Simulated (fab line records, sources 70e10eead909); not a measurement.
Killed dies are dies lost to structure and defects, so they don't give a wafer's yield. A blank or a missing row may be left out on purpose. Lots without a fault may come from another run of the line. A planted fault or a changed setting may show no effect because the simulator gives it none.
Which tool did it? | flow nand_harc | 12 lots, 36 wafers sampled, at 5 steps of a route of 1302

WHAT THE GAUGES READ, wafer by wafer
NHARC_P_M0_CD_MEAS_09: target cd 90 nm.
lot  | measured     | on        | cd_nm (nm)
L929 | day 6 00:30  | cd_sem-02 | 89.5 89.1 89.8
L930 | day 6 11:20  | cd_sem-03 | 90.4 90.2 90.3
L932 | day 7 11:27  | cd_sem-02 | 90.5 90.9 91.2
L934 | day 8 03:19  | cd_sem-01 | 88.4 88.3 88.7
L935 | day 8 09:15  | cd_sem-02 | 87.5 87.6 87.9
L936 | day 8 22:59  | cd_sem-02 | 88.0 88.2 88.5
L937 | day 9 13:51  | cd_sem-01 | 90.6 89.4 89.6
L944 | day 12 05:07 | cd_sem-03 | 90.1 90.3 89.2
L946 | day 13 01:57 | cd_sem-03 | 90.4 89.3 89.2
L949 | day 14 08:38 | cd_sem-02 | 89.8 89.3 89.9
L950 | day 14 19:52 | cd_sem-03 | 90.6 90.5 90.4
L951 | day 15 08:15 | cd_sem-01 | 90.3 90.4 90.4

WHICH TOOL RAN EACH LOT (tool, then ch and the chambers of the sampled wafers, then the start)
lot  | NHARC_P_CONTACT_STRIP_28           | NHARC_P_CONTACT_ALD_22              | NHARC_P_CONTACT_CMP_24        | NHARC_P_M0_PEB_07
L929 | rie_diel-02 ch 1,2,3, day 5 20:55  | ald_metal-03 ch 1,2,3, day 5 21:48  | cmp-02 ch 1,2,3, day 5 23:13  | litho_track-04 ch 0, day 6 00:25
L930 | rie_diel-02 ch 0,2,3, day 6 08:15  | ald_metal-04 ch 1,2, day 6 09:10    | cmp-01 ch 2,3, day 6 10:03    | litho_track-06 ch 0, day 6 11:15
L932 | rie_diel-06 ch 2,3, day 7 08:25    | ald_metal-03 ch 1,2, day 7 09:19    | cmp-02 ch 1,2,3, day 7 10:13  | litho_track-06 ch 0, day 7 11:22
L934 | rie_diel-06 ch 1,2, day 8 00:25    | ald_metal-04 ch 1,2,3, day 8 01:19  | cmp-02 ch 0,2,3, day 8 02:08  | litho_track-06 ch 0, day 8 03:14
L935 | rie_diel-13 ch 0,1,2, day 8 06:12  | ald_metal-03 ch 2,3, day 8 07:07    | cmp-02 ch 0,1,3, day 8 07:58  | litho_track-06 ch 0, day 8 09:10
L936 | rie_diel-06 ch 0,2,3, day 8 19:35  | ald_metal-01 ch 0,1,3, day 8 20:34  | cmp-03 ch 0,2,3, day 8 21:41  | litho_track-06 ch 0, day 8 22:55
L937 | rie_diel-13 ch 0,2, day 9 10:50    | ald_metal-03 ch 0,1,2, day 9 11:44  | cmp-01 ch 0,1,2, day 9 12:34  | litho_track-01 ch 0, day 9 13:46
L944 | rie_diel-06 ch 0,1,2, day 12 02:06 | ald_metal-03 ch 0,1,2, day 12 02:58 | cmp-03 ch 0,1, day 12 03:49   | litho_track-01 ch 0, day 12 05:02
L946 | rie_diel-06 ch 1,3, day 12 22:52   | ald_metal-03 ch 0,1,2, day 12 23:47 | cmp-02 ch 0,1,2, day 13 00:38 | litho_track-04 ch 0, day 13 01:52
L949 | rie_diel-02 ch 0,2, day 14 05:35   | ald_metal-04 ch 1,2, day 14 06:27   | cmp-03 ch 0,2, day 14 07:18   | litho_track-04 ch 0, day 14 08:33
L950 | rie_diel-13 ch 0,2,3, day 14 16:52 | ald_metal-04 ch 0,2,3, day 14 17:43 | cmp-03 ch 0,3, day 14 18:35   | litho_track-04 ch 0, day 14 19:47
L951 | rie_diel-13 ch 1,3, day 15 05:14   | ald_metal-01 ch 0,1, day 15 06:06   | cmp-01 ch 0,1,3, day 15 06:57 | litho_track-01 ch 0, day 15 08:10
- NHARC_P_CONTACT_STRIP_28: strips in O2.
- NHARC_P_CONTACT_ALD_22: deposits TiN, target thk 3 nm, pulse time 1 s, ald cycles 150.
- NHARC_P_CONTACT_CMP_24: polishes, t overpolish 30 s, target thk 200 nm.
- NHARC_P_M0_PEB_07: peb time 65 s.

WHAT THE TOOLS THEMSELVES READ (means of the sampled wafers that have a number; where no wafer has one, the mark that the record gives instead)
NHARC_P_CONTACT_STRIP_28.
lot  | tool        | drypump_motor_current_A (A) | oes_product_au (a.u.) | rf_vpp_V (V) | showerhead_plenum_p_Torr (Torr) | throttle_valve_pct (%)
L929 | rie_diel-02 | 5.5                         | 1.004                 | 56.7         | 3.55                            | 17.039
L930 | rie_diel-02 | 5.6                         | 0.999                 | 57.9         | 3.51                            | 17.028
L932 | rie_diel-06 | 4.9                         | 1.008                 | 57.8         | 3.47                            | 17.028
L934 | rie_diel-06 | 5.6                         | 0.999                 | 56.8         | 3.40                            | 17.037
L935 | rie_diel-13 | 5.5                         | 1.005                 | 57.8         | 3.60                            | 17.043
L936 | rie_diel-06 | 5.4                         | 1.007                 | 57.7         | 3.53                            | 17.030
L937 | rie_diel-13 | 5.7                         | 0.997                 | 57.9         | 3.55                            | 17.029
L944 | rie_diel-06 | 5.9                         | 0.999                 | 57.6         | 3.54                            | 17.035
L946 | rie_diel-06 | 5.1                         | 1.004                 | 58.6         | 3.56                            | 17.036
L949 | rie_diel-02 | 5.5                         | 1.004                 | 57.6         | 3.47                            | 17.029
L950 | rie_diel-13 | 5.6                         | 1.006                 | 57.6         | 3.60                            | 17.037
L951 | rie_diel-13 | 5.5                         | 1.002                 | 58.0         | 3.75                            | 17.042

NHARC_P_CONTACT_ALD_22.
lot  | tool         | heater_power_w (W) | precursor_pulse_height_rel
L929 | ald_metal-03 | 1026               | 0.986
L930 | ald_metal-04 | 1112               | 1.006
L932 | ald_metal-03 | 1011               | 1.012
L934 | ald_metal-04 | 1231               | 1.002
L935 | ald_metal-03 | 1037               | 0.998
L936 | ald_metal-01 | 1061               | 1.006
L937 | ald_metal-03 | 1080               | 1.032
L944 | ald_metal-03 | 1072               | 1.000
L946 | ald_metal-03 | 1066               | 1.004
L949 | ald_metal-04 | 1102               | 1.017
L950 | ald_metal-04 | 1080               | 1.030
L951 | ald_metal-01 | 933                | 1.010

NHARC_P_CONTACT_CMP_24.
lot  | tool   | motor_current_A (A) | overpolish_run_s (s) | pad_life_wafers | time_to_endpoint_s (s)
L929 | cmp-02 | 13.0                | 29.992               | 356             | 39.2
L930 | cmp-01 | 10.7                | 30.002               | 158             | 41.7
L932 | cmp-02 | 12.7                | 30.005               | 57              | 45.1
L934 | cmp-02 | 13.3                | 29.998               | 104             | 40.2
L935 | cmp-02 | 12.8                | 30.000               | 140             | 39.6
L936 | cmp-03 | 12.2                | 30.004               | 98              | 39.6
L937 | cmp-01 | 12.1                | 29.997               | 38              | 41.1
L944 | cmp-03 | 11.9                | 30.005               | 12              | 41.0
L946 | cmp-02 | 13.8                | 30.005               | 205             | 39.9
L949 | cmp-03 | 11.8                | 29.999               | 211             | 37.5
L950 | cmp-03 | 12.8                | 30.008               | 260             | 35.8
L951 | cmp-01 | 12.5                | 30.005               | 229             | 36.3

NHARC_P_M0_PEB_07.
lot  | tool           | heater_power_total_W (W)
L929 | litho_track-04 | 156.7
L930 | litho_track-06 | 156.5
L932 | litho_track-06 | 156.6
L934 | litho_track-06 | 161.2
L935 | litho_track-06 | 161.2
L936 | litho_track-06 | 161.5
L937 | litho_track-01 | 156.7
L944 | litho_track-01 | 156.6
L946 | litho_track-04 | 156.5
L949 | litho_track-04 | 157.0
L950 | litho_track-04 | 156.7
L951 | litho_track-01 | 156.8

THE ANSWER, worked out from the rows above alone
Rule: what is usual is taken from the lots themselves. Put in order of their means at a reading, lots are off if they are a third of the lots or fewer, leave a main group of 4 or more, and stand apart from it by a gap of 3 or more times the standard deviation of the main group's means; of several such gaps the widest counts. A main group whose means are all the same, to the digits that the tables above print for the reading, isn't used. A lot without any number at a reading at which 4 lots or more have one is off too. The other lots that the step has rows for count as sound. The gauges are gone through in route order, then the tools' own readings, and for those a lot's mean is taken as printed above. The first step at which some lot is off is used, and at that step the reading that is off furthest; a lot without a number counts as furthest.
Off: L934, L935, L936, at NHARC_P_M0_PEB_07 (heater_power_total_W). The main group: mean 156.7 W, standard deviation 0.15.
A tool fits if, at that step or a process step before it, it ran every lot that is off, and no sound lot after the first of them. One fits: litho_track-06 at NHARC_P_M0_PEB_07. Its last sound lot is L932 (day 7 11:22), its first lot that is off L934 (day 8 03:14): a fault that began between those two fits.
The tool's own readings at NHARC_P_M0_PEB_07 bear it out: on the lots that are off they differ by more than 5 times the standard deviation of the sound lots' means. heater_power_total_W reads 161.3 W there against 156.7 W on the sound lots.

WHAT THE SIMULATOR HAD PUT IN
Process parameter drift: litho_track-06, from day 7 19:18 on, at NHARC_P_M0_PEB_07. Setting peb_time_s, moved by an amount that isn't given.
Lots struck among those shown: L934, L935, L936. The rule above found the same.
